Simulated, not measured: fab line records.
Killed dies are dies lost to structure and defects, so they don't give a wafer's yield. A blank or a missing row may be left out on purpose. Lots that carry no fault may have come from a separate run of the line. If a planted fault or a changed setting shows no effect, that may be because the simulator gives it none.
Shared-tool check    flow nand-harc    Sample size 13 lots and 39 wafers

WHY THIS WAS OPENED
On 2 of the 13 lots, a flag is raised at NHARC_A_M1_CD_MEAS_09 on the reading cd-nm. Fault-free wafers read 120.0 nm, with a standard deviation of 0.81.
Rule: flag the lot when none of its wafers has a number, or when each of its wafers that has one lies beyond 4 standard deviations from that mean. The rest of the lots are taken to be sound.

lot   measured      on         cd-nm (nm), wafer by wafer  flag
L418  day 23 07:42  cd-sem-01  120.5 119.4 119.3           
L419  day 23 16:26  cd-sem-02  119.2 119.5 119.4           
L421  day 23 19:11  cd-sem-03  118.8 118.0 119.5           
L420  day 24 02:51  cd-sem-03  119.9 120.8 119.9           
L423  day 25 14:00  cd-sem-01  119.4 119.6 120.7           
L424  day 25 17:43  cd-sem-01  121.8 120.9 120.8           
L425  day 27 02:33  cd-sem-01  120.3 120.4 121.0           
L428  day 27 20:50  cd-sem-03  121.0 120.5 120.6           
L429  day 27 22:24  cd-sem-01  119.8 119.6 119.9           
L430  day 28 10:24  cd-sem-03  120.0 120.0 119.5           
L434  day 30 19:20  cd-sem-01  119.2 120.4 118.7           
L437  day 31 10:53  cd-sem-03  142.0 142.6 141.8           FLAGGED
L439  day 32 10:26  cd-sem-02  140.9 142.5 141.7           FLAGGED
Average over the flagged lots: 141.9 nm; offset from the usual +21.9 nm, equal to +27 standard deviations.

LOT BY LOT: THE TOOL USED
Before the reading, the record contains 2 process steps out of a 1302-step route. In each cell: the tool, then ch and the chambers that the sampled wafers went through, then the start.
lot   flag     NHARC_A_M0_DEP_32                NHARC_A_M1_PEB_07
L418           pecvd-04 ch 0,1,2, day 23 06:27  litho-track-04 ch 0, day 23 07:37
L419           pecvd-02 ch 0,1, day 23 15:11    litho-track-04 ch 0, day 23 16:21
L421           pecvd-02 ch 0,1, day 23 17:56    litho-track-04 ch 0, day 23 19:07
L420           pecvd-02 ch 0,1, day 24 01:38    litho-track-01 ch 0, day 24 02:46
L423           pecvd-04 ch 0,1, day 25 12:46    litho-track-01 ch 0, day 25 13:55
L424           pecvd-04 ch 1,2, day 25 16:29    litho-track-01 ch 0, day 25 17:38
L425           pecvd-03 ch 0,2, day 27 01:21    litho-track-01 ch 0, day 27 02:29
L428           pecvd-03 ch 1,2, day 27 19:35    litho-track-01 ch 0, day 27 20:46
L429           pecvd-04 ch 0,1, day 27 21:17    litho-track-04 ch 0, day 27 22:19
L430           pecvd-04 ch 0,1,2, day 28 09:10  litho-track-01 ch 0, day 28 10:19
L434           pecvd-03 ch 1,2, day 30 18:15    litho-track-04 ch 0, day 30 19:16
L437  FLAGGED  pecvd-04 ch 0,2, day 31 09:51    litho-track-01 ch 0, day 31 10:49
L439  FLAGGED  pecvd-04 ch 0,1, day 32 09:13    litho-track-01 ch 0, day 32 10:22
These steps, and what they do:
- NHARC_A_M0_DEP_32: deposits SiCN, target thk 30 nm.
- NHARC_A_M1_PEB_07: peb time 65 s.
- NHARC_A_M1_CD_MEAS_09: target cd 120 nm.

FLAGGED AGAINST TOTAL, ONE TOOL AT A TIME (gauges that did the reading follow at the end)
step                   tool            lots run  flagged  share of the flagged lots  sound lots run after its first flagged lot
NHARC_A_M0_DEP_32      pecvd-02        3         0        none                       -
NHARC_A_M0_DEP_32      pecvd-03        3         0        none                       -
NHARC_A_M0_DEP_32      pecvd-04        7         2        all                        0
NHARC_A_M1_PEB_07      litho-track-01  8         2        all                        0
NHARC_A_M1_PEB_07      litho-track-04  5         0        none                       -
NHARC_A_M1_CD_MEAS_09  cd-sem-01       6         0        none                       -
NHARC_A_M1_CD_MEAS_09  cd-sem-02       2         1        some                       0
NHARC_A_M1_CD_MEAS_09  cd-sem-03       5         1        some                       0

WHAT IS ALLOWED BY THE TABLE
Every flagged lot went through 2 rows of the table: pecvd-04 at NHARC_A_M0_DEP_32 and litho-track-01 at NHARC_A_M1_PEB_07.
- pecvd-04 at NHARC_A_M0_DEP_32 ran 7 lots, 2 of them flagged. Its last sound lot is L430 (day 28 09:10), its first flagged lot L437 (day 31 09:51): a fault that began between those two fits.
- litho-track-01 at NHARC_A_M1_PEB_07 ran 8 lots, 2 of them flagged. Its last sound lot is L430 (day 28 10:19), its first flagged lot L437 (day 31 10:49): a fault that began between those two fits. Its own readings (heater-power-total-W, plate-temp-C) fall more than 4 standard deviations out on all wafers of the flagged lots.
These 2 tools cannot be told apart by counting lots, since each of them fits a fault that started at some hour. More lots, or a look at what each step does to the wafer, might.

WHAT HAD BEEN PUT IN BY THE SIMULATOR
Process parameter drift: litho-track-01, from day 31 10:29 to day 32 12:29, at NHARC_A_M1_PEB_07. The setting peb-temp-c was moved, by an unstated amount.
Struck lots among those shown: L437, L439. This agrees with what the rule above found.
